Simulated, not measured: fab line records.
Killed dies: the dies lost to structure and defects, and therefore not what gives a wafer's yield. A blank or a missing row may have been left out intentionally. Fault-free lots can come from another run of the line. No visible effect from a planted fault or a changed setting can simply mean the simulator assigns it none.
Which tool is to blame? / flow n5 finfet / 10 lots, 30 wafers sampled, at 6 steps of a route of 1938

== WHAT EACH GAUGE READ, for each wafer ==
N5_GATE_CUT_INSPECT_26: inspects for defects (darkfield).
lot=L703; measured=day 4 23:22; on=defect inspect-01; raw defect count=18 22 26
lot=L704; measured=day 5 05:14; on=defect inspect-01; raw defect count=18 18 56
lot=L706; measured=day 5 17:01; on=defect inspect-01; raw defect count=32 58 26
lot=L707; measured=day 5 23:11; on=defect inspect-01; raw defect count=95 93 45
lot=L712; measured=day 7 05:26; on=defect inspect-02; raw defect count=23 30 16
lot=L713; measured=day 7 11:50; on=defect inspect-02; raw defect count=35 492 482
lot=L715; measured=day 7 22:14; on=defect inspect-02; raw defect count=489 29 19
lot=L716; measured=day 8 00:07; on=defect inspect-02; raw defect count=31 14 21
lot=L722; measured=day 9 17:00; on=defect inspect-01; raw defect count=38 39 47
lot=L723; measured=day 9 19:59; on=defect inspect-01; raw defect count=44 52 60

N5_MOL_CONTACT_COAG_INSPECT_10: inspects for defects (brightfield).
lot=L703; measured=day 4 23:45; on=defect inspect-01; raw defect count=41 43 53
lot=L704; measured=day 5 05:46; on=defect inspect-02; raw defect count=46 50 81
lot=L706; measured=day 5 17:31; on=defect inspect-01; raw defect count=47 107 50
lot=L707; measured=day 5 23:34; on=defect inspect-01; raw defect count=156 164 89
lot=L712; measured=day 7 05:50; on=defect inspect-01; raw defect count=44 52 24
lot=L713; measured=day 7 12:21; on=defect inspect-02; raw defect count=62 526 496
lot=L715; measured=day 7 22:37; on=defect inspect-02; raw defect count=512 55 39
lot=L716; measured=day 8 00:38; on=defect inspect-02; raw defect count=48 31 30
lot=L722; measured=day 9 17:32; on=defect inspect-01; raw defect count=66 80 61
lot=L723; measured=day 9 20:22; on=defect inspect-02; raw defect count=65 91 111

== WHICH TOOL RAN EACH LOT (tool, then ch and the chambers of the sampled wafers, then the start) ==
lot=L703; N5_GATE_CUT_STRIP_42=rie diel-06 ch 0,3, day 4 19:55; N5_GATE_CUT_ETCH_19=rie diel-06 ch 0,3, day 4 19:58; N5_GATE_CUT_CMP_23=cmp-01 ch 2,3, day 4 22:20; N5_GATE_CUT_CMP_61=cmp-01 ch 1,3, day 4 23:10
lot=L704; N5_GATE_CUT_STRIP_42=rie diel-04 ch 0,1, day 5 02:02; N5_GATE_CUT_ETCH_19=rie diel-04 ch 0,1, day 5 02:04; N5_GATE_CUT_CMP_23=cmp-04 ch 1,2,3, day 5 04:17; N5_GATE_CUT_CMP_61=cmp-04 ch 1,2, day 5 05:01
lot=L706; N5_GATE_CUT_STRIP_42=rie diel-06 ch 1,2,3, day 5 13:34; N5_GATE_CUT_ETCH_19=rie diel-06 ch 1,2,3, day 5 13:36; N5_GATE_CUT_CMP_23=cmp-04 ch 1,3, day 5 16:01; N5_GATE_CUT_CMP_61=cmp-01 ch 1,3, day 5 16:49
lot=L707; N5_GATE_CUT_STRIP_42=rie diel-04 ch 0,2,3, day 5 20:04; N5_GATE_CUT_ETCH_19=rie diel-04 ch 0,2,3, day 5 20:07; N5_GATE_CUT_CMP_23=cmp-01 ch 0,1,2, day 5 22:09; N5_GATE_CUT_CMP_61=cmp-04 ch 0,1,3, day 5 22:57
lot=L712; N5_GATE_CUT_STRIP_42=rie diel-04 ch 0,1,3, day 7 02:19; N5_GATE_CUT_ETCH_19=rie diel-04 ch 0,1,3, day 7 02:22; N5_GATE_CUT_CMP_23=cmp-01 ch 0,2, day 7 04:24; N5_GATE_CUT_CMP_61=cmp-02 ch 0,1, day 7 05:13
lot=L713; N5_GATE_CUT_STRIP_42=rie diel-06 ch 0,2,3, day 7 08:43; N5_GATE_CUT_ETCH_19=rie diel-06 ch 0,2,3, day 7 08:46; N5_GATE_CUT_CMP_23=cmp-01 ch 1,2,3, day 7 10:48; N5_GATE_CUT_CMP_61=cmp-01 ch 0,3, day 7 11:36
lot=L715; N5_GATE_CUT_STRIP_42=rie diel-04 ch 1,2,3, day 7 19:01; N5_GATE_CUT_ETCH_19=rie diel-04 ch 1,2,3, day 7 19:03; N5_GATE_CUT_CMP_23=cmp-04 ch 2,3, day 7 21:11; N5_GATE_CUT_CMP_61=cmp-01 ch 0,2,3, day 7 21:59
lot=L716; N5_GATE_CUT_STRIP_42=rie diel-04 ch 1,2,3, day 7 21:00; N5_GATE_CUT_ETCH_19=rie diel-04 ch 1,2,3, day 7 21:02; N5_GATE_CUT_CMP_23=cmp-02 ch 0,2, day 7 23:07; N5_GATE_CUT_CMP_61=cmp-02 ch 1,2, day 7 23:53
lot=L722; N5_GATE_CUT_STRIP_42=rie diel-04 ch 2,3, day 9 12:50; N5_GATE_CUT_ETCH_19=rie diel-04 ch 2,3, day 9 12:53; N5_GATE_CUT_CMP_23=cmp-04 ch 1,3, day 9 16:00; N5_GATE_CUT_CMP_61=cmp-02 ch 0,1,3, day 9 16:46
lot=L723; N5_GATE_CUT_STRIP_42=rie diel-04 ch 1,2,3, day 9 16:52; N5_GATE_CUT_ETCH_19=rie diel-04 ch 1,2,3, day 9 16:55; N5_GATE_CUT_CMP_23=cmp-02 ch 0,1,2, day 9 18:59; N5_GATE_CUT_CMP_61=cmp-04 ch 1,2,3, day 9 19:45
- N5_GATE_CUT_STRIP_42: strips in O2.
- N5_GATE_CUT_ETCH_19: etches SiNx in CH3F/O2, target depth 53.7 nm, time 76.7 s.
- N5_GATE_CUT_CMP_23: polishes, stops on SiO2, t overpolish 23.4 s, target thk 16 nm.
- N5_GATE_CUT_CMP_61: polishes, stops on SiNx, t overpolish 3 s.

== WHAT THE TOOLS THEMSELVES READ (means of the sampled wafers that have a number; where no wafer has one, the mark that the record gives instead) ==
N5_GATE_CUT_STRIP_42.
lot=L703; tool=rie diel-06; drypump motor current A (A)=6.0; oes product au (a.u.)=0.72; rf vpp V (V)=3.7; showerhead plenum p Torr (Torr)=2.14; throttle valve pct (%)=16.87
lot=L704; tool=rie diel-04; drypump motor current A (A)=5.4; oes product au (a.u.)=0.95; rf vpp V (V)=3.5; showerhead plenum p Torr (Torr)=2.12; throttle valve pct (%)=16.60
lot=L706; tool=rie diel-06; drypump motor current A (A)=5.5; oes product au (a.u.)=0.76; rf vpp V (V)=4.1; showerhead plenum p Torr (Torr)=2.09; throttle valve pct (%)=16.79
lot=L707; tool=rie diel-04; drypump motor current A (A)=5.6; oes product au (a.u.)=0.83; rf vpp V (V)=3.7; showerhead plenum p Torr (Torr)=2.03; throttle valve pct (%)=16.65
lot=L712; tool=rie diel-04; drypump motor current A (A)=5.6; oes product au (a.u.)=0.88; rf vpp V (V)=3.1; showerhead plenum p Torr (Torr)=2.08; throttle valve pct (%)=16.65
lot=L713; tool=rie diel-06; drypump motor current A (A)=5.7; oes product au (a.u.)=0.83; rf vpp V (V)=3.8; showerhead plenum p Torr (Torr)=2.08; throttle valve pct (%)=16.64
lot=L715; tool=rie diel-04; drypump motor current A (A)=5.3; oes product au (a.u.)=0.80; rf vpp V (V)=3.5; showerhead plenum p Torr (Torr)=2.06; throttle valve pct (%)=16.76
lot=L716; tool=rie diel-04; drypump motor current A (A)=5.3; oes product au (a.u.)=0.79; rf vpp V (V)=4.3; showerhead plenum p Torr (Torr)=2.06; throttle valve pct (%)=16.75
lot=L722; tool=rie diel-04; drypump motor current A (A)=5.5; oes product au (a.u.)=0.75; rf vpp V (V)=3.9; showerhead plenum p Torr (Torr)=2.01; throttle valve pct (%)=16.80
lot=L723; tool=rie diel-04; drypump motor current A (A)=5.3; oes product au (a.u.)=0.78; rf vpp V (V)=3.7; showerhead plenum p Torr (Torr)=2.05; throttle valve pct (%)=16.79

N5_GATE_CUT_ETCH_19.
lot=L703; tool=rie diel-06; drypump motor current A (A)=6.0; etch rf on time s (s)=77.7; oes product au (a.u.)=0.61; rf vpp V (V)=299; showerhead plenum p Torr (Torr)=2.04; throttle valve pct (%)=16.54
lot=L704; tool=rie diel-04; drypump motor current A (A)=5.4; etch rf on time s (s)=74.8; oes product au (a.u.)=0.82; rf vpp V (V)=300; showerhead plenum p Torr (Torr)=2.01; throttle valve pct (%)=16.22
lot=L706; tool=rie diel-06; drypump motor current A (A)=5.5; etch rf on time s (s)=78.1; oes product au (a.u.)=0.64; rf vpp V (V)=296; showerhead plenum p Torr (Torr)=2.00; throttle valve pct (%)=16.47
lot=L707; tool=rie diel-04; drypump motor current A (A)=5.6; etch rf on time s (s)=76.7; oes product au (a.u.)=0.71; rf vpp V (V)=297; showerhead plenum p Torr (Torr)=1.94; throttle valve pct (%)=16.32
lot=L712; tool=rie diel-04; drypump motor current A (A)=5.6; etch rf on time s (s)=75.7; oes product au (a.u.)=0.75; rf vpp V (V)=299; showerhead plenum p Torr (Torr)=1.98; throttle valve pct (%)=16.31
lot=L713; tool=rie diel-06; drypump motor current A (A)=5.7; etch rf on time s (s)=77.1; oes product au (a.u.)=0.70; rf vpp V (V)=295; showerhead plenum p Torr (Torr)=1.99; throttle valve pct (%)=16.32
lot=L715; tool=rie diel-04; drypump motor current A (A)=5.3; etch rf on time s (s)=77.2; oes product au (a.u.)=0.68; rf vpp V (V)=296; showerhead plenum p Torr (Torr)=1.95; throttle valve pct (%)=16.38
lot=L716; tool=rie diel-04; drypump motor current A (A)=5.3; etch rf on time s (s)=76.6; oes product au (a.u.)=0.68; rf vpp V (V)=296; showerhead plenum p Torr (Torr)=1.95; throttle valve pct (%)=16.39
lot=L722; tool=rie diel-04; drypump motor current A (A)=5.5; etch rf on time s (s)=76.9; oes product au (a.u.)=0.64; rf vpp V (V)=295; showerhead plenum p Torr (Torr)=1.92; throttle valve pct (%)=16.45
lot=L723; tool=rie diel-04; drypump motor current A (A)=5.3; etch rf on time s (s)=76.5; oes product au (a.u.)=0.67; rf vpp V (V)=297; showerhead plenum p Torr (Torr)=1.95; throttle valve pct (%)=16.41

N5_GATE_CUT_CMP_23.
lot=L703; tool=cmp-01; motor current A (A)=9.0; overpolish run s (s)=23.402; time to endpoint s (s)=21.5
lot=L704; tool=cmp-04; motor current A (A)=9.1; overpolish run s (s)=23.409; time to endpoint s (s)=17.8
lot=L706; tool=cmp-04; motor current A (A)=9.5; overpolish run s (s)=23.404; time to endpoint s (s)=16.7
lot=L707; tool=cmp-01; motor current A (A)=9.5; overpolish run s (s)=23.403; time to endpoint s (s)=19.1
lot=L712; tool=cmp-01; motor current A (A)=9.5; overpolish run s (s)=23.399; time to endpoint s (s)=17.0
lot=L713; tool=cmp-01; motor current A (A)=9.0; overpolish run s (s)=23.395; time to endpoint s (s)=17.7
lot=L715; tool=cmp-04; motor current A (A)=8.4; overpolish run s (s)=23.396; time to endpoint s (s)=22.5
lot=L716; tool=cmp-02; motor current A (A)=9.9; overpolish run s (s)=23.399; time to endpoint s (s)=20.5
lot=L722; tool=cmp-04; motor current A (A)=9.1; overpolish run s (s)=23.396; time to endpoint s (s)=20.9
lot=L723; tool=cmp-02; motor current A (A)=9.7; overpolish run s (s)=23.401; time to endpoint s (s)=17.0

N5_GATE_CUT_CMP_61.
lot=L703; tool=cmp-01; motor current A (A)=11.3
lot=L704; tool=cmp-04; motor current A (A)=12.8
lot=L706; tool=cmp-01; motor current A (A)=11.2
lot=L707; tool=cmp-04; motor current A (A)=12.6
lot=L712; tool=cmp-02; motor current A (A)=12.7
lot=L713; tool=cmp-01; motor current A (A)=11.9
lot=L715; tool=cmp-01; motor current A (A)=12.2
lot=L716; tool=cmp-02; motor current A (A)=12.7
lot=L722; tool=cmp-02; motor current A (A)=12.9
lot=L723; tool=cmp-04; motor current A (A)=12.6

== THE ANSWER, worked out from the rows above alone ==
Rule: the lots themselves supply what counts as usual. The widest of any qualifying gaps counts: lots, ordered by their means at a reading, are off when they make up no more than a third of the lots, leave a main group of 4 or more, and stand apart from it by 3 or more times the standard deviation of that group's means. A main group whose means are all the same, to the digits that the tables above print for the reading, isn't used. A lot without any number at a reading at which 4 lots or more have one is off too. The other lots that the step has rows for count as sound. The gauges are gone through in route order, then the tools' own readings, and for those a lot's mean is taken as printed above. At the first step where some lot is off, the reading lying furthest off is the one used; lots without a number count as furthest.
Off, at N5_GATE_CUT_INSPECT_26 on raw defect count: L713, L715. Mean 38 and standard deviation 18 in the main group.
If a tool, at a process step before that reading, ran all the lots that are off and no sound lot after the first of them, it fits. Those tools and the gauges at N5_GATE_CUT_INSPECT_26 are tried in the same way. One candidate fits, namely cmp-01 at N5_GATE_CUT_CMP_61. Its last sound lot is L706 (day 5 16:49), its first lot that is off L713 (day 7 11:36): a fault that began between those two fits.

== WHAT HAD BEEN PUT IN BY THE SIMULATOR ==
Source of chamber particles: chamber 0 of cmp-01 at N5_GATE_CUT_CMP_61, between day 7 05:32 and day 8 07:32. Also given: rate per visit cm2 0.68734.
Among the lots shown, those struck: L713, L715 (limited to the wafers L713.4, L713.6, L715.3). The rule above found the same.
